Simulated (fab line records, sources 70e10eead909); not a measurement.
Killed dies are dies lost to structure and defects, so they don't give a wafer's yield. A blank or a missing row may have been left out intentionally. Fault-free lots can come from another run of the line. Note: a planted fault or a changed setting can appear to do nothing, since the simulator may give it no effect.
fab line records	flow nandHarc
record: lots: 13	wafers: 39	lastDay: 24
route steps=1159 shown P_STI@109 P_GATE@132
lots that met no fault: from a run of the same line without faults
startH: hours from the record's opening day to when the first of the lot's shown wafers began	waitH: time in hours since the lot's previous step	" as in the row above	L1.1+2: one row covering several wafers at once	- no value, or no start given	* or withheld: withheld	< > ~ a bound
route shown NAME@n: NAME is a module with steps in the file, n the number in the route of the first one	usual: average and standard deviation across the fault-free wafers	same: alike in all rows	chamber/n: place in a boat	sites: per-site readings	_std_site: standard deviation across them	_edge_site: the outer-site mean with the inner-site mean subtracted	radiusMm: for every site, how far away it sits from the centre of the wafer	mask NAME#n: copy n	behind: the last tool/chamber to shape the wafer	hold: why the lot went on hold/how many hours it stayed there/how the hold came to an end	device: whichever transistor did not switch (one of n, p or np)	end of line: the route-end tests of the same wafers	a step given without rows: its recipe and nothing more	killed: the dies lost at the first sort to structure and to defects; this is not the yield of the wafer	map: dies across one wafer; x = killed, . = not, _ = none there
set.NAME: the setting that was run; set.NAME@STEP: the one run at that earlier step	model.NAME: the simulator's own value behind a step, which no gauge read
steps of the route over a sample of lots; a table a step, a row a wafer
services: a tool's chamber out of use, with start hour (startH, from the record's first day; less than 0 if before it), hours out, and reason
== steps ==
step: NHARC_P_STI_INSPECT_25
usual: rawDefectCount: 221/75
lot.wafer	tool	chamber	startH	waitH	rawDefectCount
L109.1	defectInspect-02	-	70.37	0.4	240
L109.2	"	-	"	"	200
L109.6	"	-	"	"	175
L110.1	defectInspect-01	-	70.37	0.4	224
L110.2	"	-	"	"	186
L110.6	"	-	"	"	176
L111.1	defectInspect-02	-	76.53	0.4	157
L111.4	"	-	"	"	155
L111.5	"	-	"	"	139
L112.3	defectInspect-01	-	83.45	0.4	194
L112.4	"	-	"	"	158
L112.5	"	-	"	"	330
L113.1	defectInspect-02	-	83.45	0.4	275
L113.2	"	-	"	"	190
L113.5	"	-	"	"	220
L114.3	defectInspect-01	-	95.45	0.4	117
L114.5	"	-	"	"	229
L114.6	"	-	"	"	185
L115.1	defectInspect-02	-	101.50	0.4	222
L115.4	"	-	"	"	205
L115.6	"	-	"	"	175
L119.1	defectInspect-01	-	123.76	0.4	210
L119.4	"	-	"	"	179
L119.5	"	-	"	"	198
L126.1	defectInspect-02	-	163.27	0.4	226
L126.3	"	-	"	"	164
L126.6	"	-	"	"	120
L130.3	defectInspect-02	-	186.09	0.4	258
L130.5	"	-	"	"	339
L130.6	"	-	"	"	287
L129.3	defectInspect-01	-	186.09	0.4	281
L129.4	"	-	"	"	196
L129.6	"	-	"	"	270
L132.1	defectInspect-01	-	203.69	0.4	244
L132.2	"	-	"	"	342
L132.6	"	-	"	"	165
L131.1	defectInspect-02	-	203.69	0.4	239
L131.4	"	-	"	"	187
L131.6	"	-	"	"	205
step: NHARC_P_GATE_DEP_103
recipe: targetThkA: 300	targetThkNm: 30	tempC: 400	flowSccm: 200	rfW: 350	material: SiON
usual: heaterPowerW: 723/79
lot.wafer	tool	chamber	startH	waitH	heaterPowerW
L109.2	pecvd-03	2	91.03	0.4	775
L109.1	"	1	"	"	600
L109.6	"	2	"	"	757
L110.1	pecvd-04	1	91.07	0.6	919
L110.2	"	2	"	"	712
L110.6	"	1	"	"	892
L111.1	pecvd-01	2	97.88	0.6	672
L111.4	"	1	"	"	765
L111.5	"	0	"	"	697
L112.3	pecvd-04	2	105.86	0.4	681
L112.5	"	2	"	"	674
L112.4	"	0	"	"	823
L113.1	pecvd-01	2	106.02	0.6	641
L113.2	"	0	"	"	688
L113.5	"	1	"	"	671
L114.3	pecvd-04	2	122.53	0.3	808
L114.6	"	0	"	"	781
L114.5	"	1	"	"	865
L115.1	pecvd-01	1	126.24	0.6	783
L115.4	"	1	"	"	794
L115.6	"	2	"	"	700
L119.1	pecvd-03	1	150.33	0.6	705
L119.5	"	1	"	"	687
L119.4	"	0	"	"	638
L126.1	pecvd-03	0	186.44	0.6	681
L126.3	"	1	"	"	754
L126.6	"	0	"	"	665
L129.3	pecvd-01	0	208.70	0.3	668
L129.4	"	0	"	"	661
L129.6	"	1	"	"	722
L130.3	pecvd-03	1	208.79	0.4	731
L130.6	"	2	"	"	761
L130.5	"	1	"	"	731
L131.1	pecvd-03	1	225.48	0.6	693
L131.6	"	0	"	"	667
L131.4	"	1	"	"	695
L132.2	pecvd-04	0	225.52	0.5	776
L132.1	"	1	"	"	752
L132.6	"	0	"	"	799
step: NHARC_P_GATE_PEB_24
recipe: pebTempC: 100	pebTimeS: 65
usual: heaterPowerTotalW: 156.6/0.41
lot.wafer	tool	chamber	startH	waitH	heaterPowerTotalW
L109.1	lithoTrack-06	0	91.51	0.1	157.0
L109.2	"	0	"	"	156.9
L109.6	"	0	"	"	156.3
L110.1	lithoTrack-04	0	91.66	0.1	156.3
L110.2	"	0	"	"	157.1
L110.6	"	0	"	"	156.0
L111.1	lithoTrack-06	0	98.32	0.1	156.5
L111.4	"	0	"	"	156.4
L111.5	"	0	"	"	155.9
L112.3	lithoTrack-06	0	106.44	0.1	156.2
L112.4	"	0	"	"	156.0
L112.5	"	0	"	"	156.4
L113.1	lithoTrack-04	0	106.63	0.1	156.0
L113.2	"	0	"	"	156.5
L113.5	"	0	"	"	157.0
L114.3	lithoTrack-04	0	123.01	0.0	156.0
L114.5	"	0	"	"	156.8
L114.6	"	0	"	"	156.0
L115.1	lithoTrack-06	0	126.84	0.1	157.1
L115.4	"	0	"	"	156.5
L115.6	"	0	"	"	156.7
L119.1	lithoTrack-01	0	150.93	0.1	165.0
L119.4	"	0	"	"	164.9
L119.5	"	0	"	"	164.5
L126.1	lithoTrack-01	0	187.01	0.1	166.0
L126.3	"	0	"	"	165.9
L126.6	"	0	"	"	165.0
L129.3	lithoTrack-06	0	209.30	0.0	157.1
L129.4	"	0	"	"	156.9
L129.6	"	0	"	"	156.4
L130.3	lithoTrack-04	0	209.45	0.0	156.2
L130.5	"	0	"	"	156.8
L130.6	"	0	"	"	156.8
L131.1	lithoTrack-06	0	226.05	0.1	157.0
L131.4	"	0	"	"	156.9
L131.6	"	0	"	"	156.9
L132.1	lithoTrack-04	0	226.21	0.1	157.0
L132.2	"	0	"	"	156.7
L132.6	"	0	"	"	156.8
step: NHARC_P_GATE_CD_MEAS_26
recipe: targetCdNm: 120	landingEnergyEv: 500
usual: cdNm: 119.8/0.6
lot.wafer	tool	chamber	startH	waitH	cdNm
L109.1	cdSem-01	0	91.58	-	119.7
L109.2	"	0	"	"	120.4
L109.6	"	0	"	"	120.2
L110.1	cdSem-02	0	91.74	-	119.7
L110.2	"	0	"	"	120.3
L110.6	"	0	"	"	120.4
L111.1	cdSem-01	0	98.40	-	120.4
L111.4	"	0	"	"	119.6
L111.5	"	0	"	"	120.4
L112.3	cdSem-03	0	106.52	-	119.7
L112.4	"	0	"	"	119.9
L112.5	"	0	"	"	119.2
L113.1	cdSem-03	0	106.71	-	120.3
L113.2	"	0	"	"	120.1
L113.5	"	0	"	"	119.7
L114.3	cdSem-02	0	123.09	-	120.3
L114.5	"	0	"	"	119.6
L114.6	"	0	"	"	120.1
L115.1	cdSem-03	0	126.92	-	118.9
L115.4	"	0	"	"	119.7
L115.6	"	0	"	"	119.7
L119.1	cdSem-01	0	151.01	-	124.3
L119.4	"	0	"	"	123.9
L119.5	"	0	"	"	124.3
L126.1	cdSem-03	0	187.09	-	123.7
L126.3	"	0	"	"	124.1
L126.6	"	0	"	"	124.8
L129.3	cdSem-02	0	209.38	-	118.7
L129.4	"	0	"	"	119.3
L129.6	"	0	"	"	119.1
L130.3	cdSem-02	0	209.54	-	120.7
L130.5	"	0	"	"	120.6
L130.6	"	0	"	"	119.1
L131.1	cdSem-01	0	226.13	-	119.6
L131.4	"	0	"	"	119.9
L131.6	"	0	"	"	119.7
L132.1	cdSem-02	0	226.29	-	118.9
L132.2	"	0	"	"	118.7
L132.6	"	0	"	"	119.5
step: NHARC_P_GATE_HM_OPEN_105
recipe: targetDepthA: 3600	o2FlowSccm: 400	cosFlowSccm: 20	arFlowSccm: 0	rfW: 500	biasW: 300	chemistry: O2/COS
usual: drypumpMotorCurrentA: 5.7/0.42	mfcArSccm: 0.015/0.017	oesProductAu: 1.000/0.0096	rfVppV: 466.9/2.6	showerheadPlenumPTorr: 3.11/0.11	throttleValvePct: 28.331/0.0097
lot.wafer	tool	chamber	startH	waitH	drypumpMotorCurrentA	mfcArSccm	oesProductAu	rfHoursCounterH	rfVppV	showerheadPlenumPTorr	throttleValvePct
L109.2	rieDiel-03	1	-	-	5.7	0.042	1.001	9	468.6	3.20	28.334
L109.1	"	2	"	"	5.4	0.021	0.995	10	463.3	2.98	28.327
L109.6	"	3	"	"	5.6	0.035	0.998	-	464.6	2.94	28.325
L110.2	rieDiel-03	0	-	-	6.3	0	0.990	9	463.4	3.04	28.328
L110.1	"	1	"	"	5.7	0.042	1.009	9	468.4	3.20	28.326
L110.6	"	3	"	"	5.6	0.035	1.010	-	463.6	2.94	28.323
L111.1	rieDiel-06	2	-	-	6.2	0	1.008	8	469.5	3.22	28.321
L111.5	"	3	"	"	6.1	0	0.996	-	471.0	3.29	28.346
L111.4	"	0	"	"	5.3	0.028	1.000	-	467.0	3.10	28.321
L112.4	rieDiel-03	0	-	-	6.3	0	0.991	11	465.8	3.04	28.319
L112.3	"	1	"	"	5.7	0.042	1.006	11	467.5	3.20	28.319
L112.5	"	0	"	"	6.3	0	0.993	-	465.9	3.04	28.321
L113.2	rieDiel-12	3	-	-	4.7	0	0.999	27	467.2	3.07	28.327
L113.1	"	1	"	"	6.0	0	0.984	26	469.4	3.27	28.333
L113.5	"	0	"	"	5.9	0.018	0.989	-	468.1	3.14	28.347
L114.3	rieDiel-12	1	-	-	6.0	0	0.994	31	471.1	3.26	28.313
L114.5	"	0	"	"	5.9	0.018	0.990	-	467.7	3.14	28.309
L114.6	"	1	"	"	6.0	0	0.982	-	469.7	3.26	28.343
L115.4	rieDiel-03	0	-	-	6.3	0	0.994	15	467.0	3.04	28.324
L115.1	"	1	"	"	5.7	0.042	1.008	14	470.9	3.20	28.317
L115.6	"	3	"	"	5.6	0.035	1.009	-	461.3	2.94	28.321
L119.1	rieDiel-03	2	-	-	5.4	0.021	1.011	21	462.7	2.97	28.326
L119.4	"	0	"	"	6.3	0	1.008	-	466.3	3.04	28.355
L119.5	"	3	"	"	5.6	0.035	1.011	-	463.4	2.93	28.328
L126.1	rieDiel-03	2	-	-	5.3	0.021	1.006	27	465.1	2.97	28.340
L126.3	"	3	"	"	5.6	0.035	0.986	27	462.1	2.93	28.330
L126.6	"	2	"	"	5.4	0.021	1.007	-	465.3	2.97	28.319
L129.4	rieDiel-03	1	-	-	5.7	0.042	1.003	27	469.0	3.19	28.350
L129.3	"	3	"	"	5.6	0.035	0.990	29	462.7	2.93	28.353
L129.6	"	0	"	"	6.3	0	1.003	-	465.1	3.03	28.326
L130.3	rieDiel-06	2	-	-	6.2	0	1.009	51	469.3	3.20	28.330
L130.6	"	2	"	"	6.1	0	1.012	-	467.7	3.20	28.332
L130.5	"	3	"	"	6.1	0	0.999	-	470.0	3.26	28.311
L131.4	rieDiel-06	1	-	-	5.8	0	1.003	51	469.4	3.24	28.329
L131.1	"	2	"	"	6.1	0	1.017	55	468.9	3.20	28.334
L131.6	"	0	"	"	5.2	0.028	1.011	-	465.6	3.08	28.332
L132.2	rieDiel-03	3	-	-	5.6	0.035	1.006	0	462.6	2.93	28.332
L132.1	"	0	"	"	6.3	0	1.001	0	465.2	3.03	28.332
L132.6	"	0	"	"	6.3	0	0.993	-	465.0	3.03	28.337
== services ==
tool	chamber	startH	hours	kind
rieDiel-03	0	72.12	-	clean
rieDiel-03	1	72.12	-	clean
rieDiel-03	2	72.12	-	clean
rieDiel-03	3	72.12	-	clean
pecvd-01	1	74.34	2.5	repair
rieDiel-06	1	85.90	22.0	repair
pecvd-03	-	86.93	0.9	repair
rieDiel-12	0	92.83	6.9	repair
lithoTrack-01	-	93.00	7.0	pm
rieDiel-12	2	107.48	7.1	repair
pecvd-03	0	110.28	12.4	repair
pecvd-03	-	111.22	13.0	pm
lithoTrack-06	-	117.00	7.0	pm
rieDiel-12	1	132.48	4.0	repair
rieDiel-03	1	138.47	2.1	repair
lithoTrack-04	-	141.00	7.0	pm
rieDiel-06	0	147.70	5.0	repair
rieDiel-03	1	150.11	13.0	repair
pecvd-04	0	158.15	4.9	repair
pecvd-04	-	195.09	13.0	pm
rieDiel-12	-	202.46	9.0	pm
rieDiel-03	-	215.33	9.0	pm
rieDiel-12	0	217.92	8.8	repair
rieDiel-12	-	221.21	0.3	repair
== key ==
firstSign: step: NHARC_P_GATE_PEB_24	reading: heaterPowerTotalW	direction: up	sigmas: 21	usual: *	struck: *
effect: step: NHARC_P_GATE_CD_MEAS_26	reading: cdNm	direction: up	sigmas: 7.3	usual: 119.8	struck: 124.2
metAt NHARC_P_GATE_PEB_24
struckLots L119,L126
testerLeftOut L119,L126
notActingAt NHARC_P_STI_INSPECT_25,NHARC_P_GATE_DEP_103,NHARC_P_GATE_HM_OPEN_105
fault: kind: processParameterDrift	tool: lithoTrack-01	chamber: -	onsetH: 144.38	steps: NHARC_P_GATE_PEB_24	channel: pebTimeS	offset: *	shape: step	endH: 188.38	actsIn: *	stated: *
testerLeftOut: of these lots the tester's yield and bins aren't shown, on N5 and GAA mostly nor the transistor test; their killed dies are dies lost to structure and defects alone, not to doping, threshold or leakage, so they don't give the yield
